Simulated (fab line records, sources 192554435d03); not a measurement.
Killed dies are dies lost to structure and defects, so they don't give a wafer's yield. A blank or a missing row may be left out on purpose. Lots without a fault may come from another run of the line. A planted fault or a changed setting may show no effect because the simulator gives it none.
Which tool did it? | flow n5_finfet | 24 lots, 72 wafers sampled, at 5 steps of a route of 1938

WHAT THE GAUGES READ, wafer by wafer
N5_BEOL_M15_OVL_MEAS_29. Usual: M15_OVL 1 nm, standard deviation 6.1.
lot  | measured     | on         | M15_OVL (nm) | flag
L074 | day 12 12:04 | overlay-02 | 0 -1 5       |
L075 | day 12 14:52 | overlay-02 | 2 14 10      |
L077 | day 12 22:40 | overlay-01 | 0 5 3        |
L076 | day 13 00:46 | overlay-01 | 5 15 7       |
L079 | day 13 12:30 | overlay-02 | 8 -3 2       |
L078 | day 13 18:24 | overlay-01 | 3 2 -2       |
L080 | day 13 19:22 | overlay-02 | 5 9 -1       |
L081 | day 14 01:04 | overlay-01 | 11 11 3      |
L082 | day 14 03:11 | overlay-02 | 14 3 8       |
L083 | day 14 12:36 | overlay-02 | 2 0 8        |
L084 | day 14 12:57 | overlay-01 | -8 -8 6      |
L085 | day 15 04:31 | overlay-02 | -1 -3 -11    |
L087 | day 15 08:02 | overlay-01 | -5 4 3       |
L088 | day 15 10:43 | overlay-02 | 8 -2 1       |
L086 | day 15 11:32 | overlay-01 | -9 -5 -13    |
L089 | day 15 16:13 | overlay-02 | -15 -11 -7   |
L091 | day 15 23:11 | overlay-02 | 8 7 1        |
L090 | day 16 03:23 | overlay-01 | 3 -3 -9      |
L092 | day 16 16:11 | overlay-02 | 0 3 -4       |
L093 | day 16 17:55 | overlay-01 | -3 3 -7      |
L094 | day 16 23:28 | overlay-02 | 4 -1 2       |
L095 | day 17 05:14 | overlay-02 | 1 7 2        |
L097 | day 18 03:28 | overlay-01 | 0 7 4        |
L096 | day 18 12:01 | overlay-01 | -8 -9 -9     |

N5_BEOL_M15_THK_MEAS_50: measures by xrf. Usual: M15_THK 854 nm, standard deviation 17.
lot  | measured     | on            | M15_THK (nm) | flag
L074 | day 12 16:29 | film_metro-02 | 841 844 857  |
L075 | day 12 22:22 | film_metro-01 | 848 847 858  |
L077 | day 13 03:13 | film_metro-02 | 861 874 862  |
L076 | day 13 06:20 | film_metro-01 | 865 863 864  |
L079 | day 13 16:22 | film_metro-02 | 834 818 855  |
L078 | day 13 21:04 | film_metro-01 | 865 862 866  |
L080 | day 13 21:52 | film_metro-02 | 840 856 845  |
L081 | day 14 05:59 | film_metro-02 | 858 875 869  |
L082 | day 14 06:15 | film_metro-01 | 863 871 863  |
L083 | day 14 15:43 | film_metro-02 | 841 853 861  |
L084 | day 14 16:38 | film_metro-01 | 872 861 856  |
L085 | day 15 07:46 | film_metro-02 | 860 858 837  |
L087 | day 15 10:55 | film_metro-01 | 822 813 826  |
L088 | day 15 14:14 | film_metro-02 | 873 868 873  |
L086 | day 15 20:03 | film_metro-01 | 863 868 870  |
L089 | day 15 21:49 | film_metro-02 | 874 856 858  |
L091 | day 16 03:37 | film_metro-01 | 888 868 885  |
L090 | day 16 06:38 | film_metro-02 | 841 838 857  |
L092 | day 16 18:36 | film_metro-02 | 839 855 878  |
L093 | day 16 22:17 | film_metro-01 | 830 874 822  |
L094 | day 17 02:17 | film_metro-02 | 839 836 833  |
L095 | day 17 07:53 | film_metro-02 | 855 855 864  |
L097 | day 18 08:40 | film_metro-01 | 819 821 817  |
L096 | day 18 15:28 | film_metro-02 | 867 860 873  |

WHICH TOOL RAN EACH LOT (tool, then ch and the chambers of the sampled wafers, then the start)
lot  | N5_BEOL_M14_STRIP_37               | N5_BEOL_M15_TRENCH_ETCH_34         | N5_BEOL_M15_DEGAS_41
L074 | rie_diel-05 ch 1,2,3, day 12 07:58 | rie_diel-04 ch 1,3, day 12 12:16   | pvd_sputter-02, day 12 15:17
L075 | rie_diel-03 ch 0,2, day 12 10:17   | rie_diel-04 ch 0,1, day 12 15:00   | pvd_sputter-01, day 12 21:10
L077 | rie_diel-03 ch 0,2,3, day 12 18:14 | rie_diel-02 ch 0,3, day 12 23:11   | pvd_sputter-03, day 13 02:01
L076 | rie_diel-03 ch 0,2,3, day 12 19:30 | rie_diel-02 ch 1,2,3, day 13 01:06 | pvd_sputter-01, day 13 05:09
L079 | rie_diel-01 ch 0,1, day 13 08:24   | rie_diel-06 ch 0,1,2, day 13 12:39 | pvd_sputter-02, day 13 14:50
L078 | rie_diel-03 ch 1,3, day 13 14:21   | rie_diel-02 ch 1,2, day 13 18:32   | pvd_sputter-01, day 13 19:38
L080 | rie_diel-01 ch 0,2, day 13 14:23   | rie_diel-06 ch 0,1, day 13 19:59   | pvd_sputter-01, day 13 20:38
L081 | rie_diel-03 ch 0,1,3, day 13 20:43 | rie_diel-02 ch 0,2,3, day 14 01:13 | pvd_sputter-01, day 14 04:31
L082 | rie_diel-03 ch 1,2,3, day 13 23:02 | rie_diel-02 ch 1,2,3, day 14 03:20 | pvd_sputter-03, day 14 04:38
L083 | rie_diel-01 ch 1,2,3, day 14 08:38 | rie_diel-06 ch 0,1,3, day 14 13:10 | pvd_sputter-01, day 14 14:09
L084 | rie_diel-03 ch 0,1,3, day 14 08:40 | rie_diel-02 ch 1,2,3, day 14 13:17 | pvd_sputter-03, day 14 14:53
L085 | rie_diel-03 ch 1,3, day 15 00:19   | rie_diel-06 ch 1,2, day 15 04:40   | pvd_sputter-02, day 15 06:34
L087 | rie_diel-01 ch 0,1,3, day 15 03:51 | rie_diel-06 ch 0,2, day 15 08:11   | pvd_sputter-03, day 15 09:38
L088 | rie_diel-01 ch 1,2,3, day 15 06:26 | rie_diel-02 ch 1,3, day 15 10:52   | pvd_sputter-01, day 15 12:52
L086 | rie_diel-01 ch 0,1,2, day 15 07:26 | rie_diel-02 ch 1,2,3, day 15 11:47 | pvd_sputter-03, day 15 18:27
L089 | rie_diel-03 ch 1,2,3, day 15 12:05 | rie_diel-02 ch 0,1, day 15 16:21   | pvd_sputter-03, day 15 20:02
L091 | rie_diel-03 ch 1,2,3, day 15 18:46 | rie_diel-02 ch 0,1,3, day 15 23:20 | pvd_sputter-02, day 16 02:23
L090 | rie_diel-05 ch 0,1,3, day 15 22:38 | rie_diel-06 ch 1,2, day 16 03:35   | pvd_sputter-01, day 16 05:26
L092 | rie_diel-01 ch 2,3, day 16 11:31   | rie_diel-04 ch 0,2,3, day 16 16:20 | pvd_sputter-03, day 16 17:16
L093 | rie_diel-03 ch 0,1, day 16 13:36   | rie_diel-04 ch 0,2,3, day 16 18:14 | pvd_sputter-03, day 16 20:50
L094 | rie_diel-05 ch 1,2,3, day 16 17:41 | rie_diel-06 ch 0,2,3, day 16 23:41 | pvd_sputter-02, day 17 01:01
L095 | rie_diel-01 ch 0,1,2, day 17 01:28 | rie_diel-02 ch 2,3, day 17 05:23   | pvd_sputter-01, day 17 06:41
L097 | rie_diel-01 ch 2,3, day 17 22:37   | rie_diel-06 ch 0,2,3, day 18 03:55 | pvd_sputter-03, day 18 07:29
L096 | rie_diel-03 ch 0,1,3, day 18 08:02 | rie_diel-02 ch 0,1,2, day 18 12:15 | pvd_sputter-03, day 18 14:16
- N5_BEOL_M14_STRIP_37: strips in O2.
- N5_BEOL_M15_TRENCH_ETCH_34: etches SiO2 in C4F8/O2/Ar, target depth 872.93 nm, time 199 s.
- N5_BEOL_M15_DEGAS_41: time 60 s.

WHAT THE TOOLS THEMSELVES READ (means of the sampled wafers that have a number; where no wafer has one, the mark that the record gives instead)
N5_BEOL_M14_STRIP_37. Usual: drypump_motor_current_A 5.7 A, standard deviation 0.32; o2_flow_sccm 224.8 sccm, standard deviation 0.65; oes_product_au 0.79 a.u., standard deviation 0.085; rf_vpp_V 3.7 V, standard deviation 1; showerhead_plenum_p_Torr 2.11 Torr, standard deviation 0.08; throttle_valve_pct 16.70 %, standard deviation 0.17.
lot  | tool        | drypump_motor_current_A (A) | o2_flow_sccm (sccm) | oes_product_au (a.u.) | rf_vpp_V (V) | showerhead_plenum_p_Torr (Torr) | throttle_valve_pct (%) | flag
L074 | rie_diel-05 | 5.6                         | 224.5               | 0.86                  | 3.2          | 2.07                            | 16.71                  |
L075 | rie_diel-03 | 5.6                         | 224.9               | 0.71                  | 3.7          | 2.04                            | 16.86                  |
L077 | rie_diel-03 | 5.6                         | 224.6               | 0.73                  | 4.1          | 2.08                            | 16.82                  |
L076 | rie_diel-03 | 5.6                         | 224.9               | 0.74                  | 3.5          | 2.08                            | 16.83                  |
L079 | rie_diel-01 | 6.1                         | 224.8               | 0.74                  | 3.6          | 2.12                            | 16.75                  |
L078 | rie_diel-03 | 5.5                         | 225.4               | 0.84                  | 3.0          | 2.15                            | 16.58                  |
L080 | rie_diel-01 | 6.2                         | 225.3               | 0.78                  | 3.1          | 2.08                            | 16.70                  |
L081 | rie_diel-03 | 5.5                         | 225.7               | 0.81                  | 3.1          | 2.16                            | 16.78                  |
L082 | rie_diel-03 | 5.5                         | 224.9               | 0.83                  | 3.9          | 2.11                            | 16.62                  |
L083 | rie_diel-01 | 5.7                         | 224.5               | 0.83                  | 3.9          | 2.18                            | 16.61                  |
L084 | rie_diel-03 | 5.5                         | 225.0               | 0.81                  | 3.1          | 2.16                            | 16.80                  |
L085 | rie_diel-03 | 5.5                         | 224.8               | 0.82                  | 3.1          | 2.14                            | 16.60                  |
L087 | rie_diel-01 | 5.8                         | 224.6               | 0.77                  | 2.9          | 2.16                            | 16.67                  |
L088 | rie_diel-01 | 5.7                         | 225.0               | 0.82                  | 4.2          | 2.17                            | 16.62                  |
L086 | rie_diel-01 | 6.1                         | 224.7               | 0.78                  | 4.3          | 2.12                            | 16.73                  |
L089 | rie_diel-03 | 5.6                         | 224.0               | 0.80                  | 2.6          | 2.10                            | 16.67                  |
L091 | rie_diel-03 | 5.6                         | 225.5               | 0.79                  | 4.2          | 2.10                            | 16.67                  |
L090 | rie_diel-05 | 5.6                         | 225.0               | 0.79                  | 3.7          | 2.06                            | 16.69                  |
L092 | rie_diel-01 | 5.8                         | 224.1               | 0.84                  | 3.1          | 2.14                            | 16.57                  |
L093 | rie_diel-03 | 5.5                         | 224.9               | 0.96                  | 3.7          | 2.17                            | 16.70                  |
L094 | rie_diel-05 | 5.7                         | 225.7               | 0.80                  | 4.3          | 2.05                            | 16.81                  |
L095 | rie_diel-01 | 6.1                         | 225.2               | 0.76                  | 4.4          | 2.12                            | 16.76                  |
L097 | rie_diel-01 | 5.8                         | 224.8               | 0.83                  | 3.3          | 2.14                            | 16.60                  |
L096 | rie_diel-03 | 5.5                         | 224.7               | 0.86                  | 4.3          | 2.15                            | 16.66                  |

N5_BEOL_M15_TRENCH_ETCH_34. Usual: drypump_motor_current_A 5.5 A, standard deviation 0.46; mfc_ar_sccm 400.1 sccm, standard deviation 1.2; oes_product_au 0.80 a.u., standard deviation 0.079; rf_vpp_V 2221 V, standard deviation 54; showerhead_plenum_p_Torr 3.40 Torr, standard deviation 0.11; throttle_valve_pct 31.0 %, standard deviation 0.43.
lot  | tool        | drypump_motor_current_A (A) | mfc_ar_sccm (sccm) | oes_product_au (a.u.) | rf_vpp_V (V) | showerhead_plenum_p_Torr (Torr) | throttle_valve_pct (%) | flag
L074 | rie_diel-04 | 6.1                         | 400.5              | 0.73                  | 2308         | 3.45                            | 30.4                   |
L075 | rie_diel-04 | 6.2                         | 400.5              | 0.81                  | 2285         | 3.39                            | 30.5                   |
L077 | rie_diel-02 | 5.7                         | 400.1              | 0.73                  | 2202         | 3.38                            | 31.5                   |
L076 | rie_diel-02 | 5.6                         | 401.2              | 0.84                  | 2219         | 3.34                            | 31.0                   |
L079 | rie_diel-06 | 5.1                         | 400.7              | 0.85                  | 2247         | 3.50                            | 30.9                   |
L078 | rie_diel-02 | 5.9                         | 401.1              | 0.85                  | 2180         | 3.33                            | 30.6                   |
L080 | rie_diel-06 | 5.3                         | 399.6              | 0.82                  | 2260         | 3.43                            | 31.0                   |
L081 | rie_diel-02 | 5.6                         | 399.9              | 0.80                  | 2228         | 3.37                            | 31.2                   |
L082 | rie_diel-02 | 5.6                         | 400.3              | 0.82                  | 2219         | 3.34                            | 30.9                   |
L083 | rie_diel-06 | 5.2                         | 400.0              | 0.79                  | 2240         | 3.41                            | 31.1                   |
L084 | rie_diel-02 | 5.6                         | 400.8              | 0.82                  | 2218         | 3.33                            | 31.0                   |
L085 | rie_diel-06 | 5.0                         | 400.0              | 0.87                  | 2267         | 3.60                            | 30.8                   |
L087 | rie_diel-06 | 5.2                         | 400.2              | 0.80                  | 2224         | 3.39                            | 31.1                   |
L088 | rie_diel-02 | 5.6                         | 400.8              | 0.77                  | 2181         | 3.31                            | 31.0                   |
L086 | rie_diel-02 | 5.6                         | 399.3              | 0.81                  | 2218         | 3.33                            | 31.0                   |
L089 | rie_diel-02 | 6.0                         | 398.8              | 0.74                  | 2163         | 3.37                            | 31.2                   |
L091 | rie_diel-02 | 5.7                         | 399.6              | 0.75                  | 2191         | 3.34                            | 31.3                   |
L090 | rie_diel-06 | 4.9                         | 400.2              | 0.85                  | 2232         | 3.56                            | 30.8                   |
L092 | rie_diel-04 | 5.6                         | 399.1              | 0.89                  | 2214         | 3.47                            | 30.9                   |
L093 | rie_diel-04 | 5.7                         | 400.0              | 0.89                  | 2214         | 3.47                            | 31.0                   |
L094 | rie_diel-06 | 5.1                         | 400.1              | 0.76                  | 2204         | 3.37                            | 31.2                   |
L095 | rie_diel-02 | 5.3                         | 399.3              | 0.78                  | 2256         | 3.33                            | 31.3                   |
L097 | rie_diel-06 | 5.2                         | 400.1              | 0.74                  | 2203         | 3.36                            | 31.2                   |
L096 | rie_diel-02 | 5.9                         | 399.9              | 0.77                  | 2187         | 3.35                            | 30.9                   |

N5_BEOL_M15_DEGAS_41. Usual: heater_power_w 470 W, standard deviation 33.
lot  | tool           | heater_power_w (W) | flag
L074 | pvd_sputter-02 | 470                |
L075 | pvd_sputter-01 | 513                |
L077 | pvd_sputter-03 | 479                |
L076 | pvd_sputter-01 | 464                |
L079 | pvd_sputter-02 | 466                |
L078 | pvd_sputter-01 | 446                |
L080 | pvd_sputter-01 | 449                |
L081 | pvd_sputter-01 | 448                |
L082 | pvd_sputter-03 | 469                |
L083 | pvd_sputter-01 | 446                |
L084 | pvd_sputter-03 | 476                |
L085 | pvd_sputter-02 | 458                |
L087 | pvd_sputter-03 | 460                |
L088 | pvd_sputter-01 | 469                |
L086 | pvd_sputter-03 | 463                |
L089 | pvd_sputter-03 | 471                |
L091 | pvd_sputter-02 | 476                |
L090 | pvd_sputter-01 | 484                |
L092 | pvd_sputter-03 | 460                |
L093 | pvd_sputter-03 | 478                |
L094 | pvd_sputter-02 | 464                |
L095 | pvd_sputter-01 | 460                |
L097 | pvd_sputter-03 | 476                |
L096 | pvd_sputter-03 | 485                |

THE ANSWER, worked out from the rows above alone
Rule: a lot is off if the mean of its wafers that have a number lies more than 3 standard deviations from the usual mean. A lot without any number at a reading at which 4 lots or more have one is off too. The other lots that the step has rows for count as sound. The gauges are gone through in route order, then the tools' own readings, and for those a lot's mean is taken as printed above. The first step at which some lot is off is used, and at that step the reading that is off furthest; a lot without a number counts as furthest.
No lot is off at any reading shown: from this, nothing can be told.

WHAT THE SIMULATOR HAD PUT IN
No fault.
